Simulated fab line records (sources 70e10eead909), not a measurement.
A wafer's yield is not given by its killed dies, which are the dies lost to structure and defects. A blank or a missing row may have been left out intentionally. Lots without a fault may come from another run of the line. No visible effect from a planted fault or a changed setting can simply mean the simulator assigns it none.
Comparing a struck lot with a sound one + flow nand_harc + 11 out of 1159 route steps
Sound: these wafers, L243.2, L243.3, L243.4. Struck: wafers L251.3, L251.4 (left out: L251.6, a lot-mate that was not struck); the cause follows at the end.
Per side, at each step with rows, come the tool, then ch with its chambers, and then its first start. Under that, the readings that differ: sound wafers + struck wafers + difference of the means + sigmas: that difference in standard deviations of wafers without a fault.
alike: words and numbers the same on both sides, and readings whose means are apart by under 2 such deviations; not compared: readings that were withheld, readings missing a value for some wafer, numbers with overlapping values and no deviation given by the record, and bounds like >300 which may hide the same value.
Wherever a step has rows on one side only, a row that says differs or no value, or a row with sigmas, the two part there. Non-overlapping numbers with no deviation appear without sigmas and do not part them. Lack of a reading on every wafer of one side parts them only where that side has two or more wafers.

first, 1 step without rows for these wafers: NHARC_A_WL_FILL_CVD_23 (deposits poly-Si, target thk 40 nm, time 800 s).
NHARC_A_WL_FILL_ETCHBACK_26: etches the open film in HBr, target depth 52 nm, time 13.3 s.
  sound on rie_si-02 ch 1,2,3, day 16 04:22; struck on rie_si-01 ch 1,2, day 18 00:05
| reading                | sound       | struck  | difference | sigmas |
|------------------------|-------------|---------|------------|--------|
| rf_hours_counter_h (h) | 1.0 1.0 1.0 | 0.7 0.8 | -0.2       |        |
  alike: bias_w, drypump_motor_current_A, oes_product_au, throttle_valve_pct
then, 2 steps without rows for these wafers: NHARC_A_WL_FILL_PRECLEAN_30 (cleans in dHF, time 10 s); NHARC_A_WL_FILL_SRD_14.
NHARC_A_WL_FILL_ALD_19: deposits TiN, target thk 2 nm, pulse time 3 s, ald cycles 100.
  sound on ald_metal-01 ch 0,1,2, day 16 04:39; struck on ald_metal-01 ch 1,3, day 18 00:21
  alike: heater_power_w, precursor_pulse_height_rel
NHARC_A_WL_FILL_CVD_20: deposits W, target thk 75 nm, time 5064 s.
  sound: cvd_w-02 ch 0,1; struck: cvd_w-01 ch 0,1
  alike: heater_power_w, throttle_valve_pct
NHARC_A_WL_FILL_CMP_12: polishes, t overpolish 30 s, target thk 75 nm.
  sound on cmp-03 ch 0,1,2, day 16 09:56; struck on cmp-04 ch 1,2, day 18 07:47
| reading                | sound          | struck    | difference | sigmas |
|------------------------|----------------|-----------|------------|--------|
| time_to_endpoint_s (s) | 11.9 11.1 12.6 | 16.0 19.4 | +5.8       | +2     |
  alike: motor_current_A, overpolish_run_s
following that, these wafers have no rows for 1 step: NHARC_A_WL_FILL_SRD_31.
NHARC_A_WL_FILL_INSPECT_15:
  struck on defect_inspect-02, day 18 08:12; sound on defect_inspect-02, day 16 10:23
  alike: raw_defect_count
NHARC_A_CONTACT_DEP_24: deposits SiO2, target thk 500 nm.
  sound on pecvd-04 ch 0,2, day 16 10:28; struck on pecvd-01 ch 2, day 18 08:24
| reading                   | sound             | struck      | difference | sigmas |
|---------------------------|-------------------|-------------|------------|--------|
| mfc_precursor_sccm (sccm) | 162.2 160.4 161.2 | 173.3 173.1 | +11.9      | +23    |
  alike: heater_power_w, showerhead_vpp_V, throttle_valve_pct
NHARC_END_SORT_01:
  the record has rows for the sound wafers here (prober-02 ch 0, day 20 06:21) and none for the struck ones

== WHERE THEY PART ==
At NHARC_A_WL_FILL_CMP_12 first; at NHARC_END_SORT_01 last (within this record only).

WHY: the cause the simulator had injected
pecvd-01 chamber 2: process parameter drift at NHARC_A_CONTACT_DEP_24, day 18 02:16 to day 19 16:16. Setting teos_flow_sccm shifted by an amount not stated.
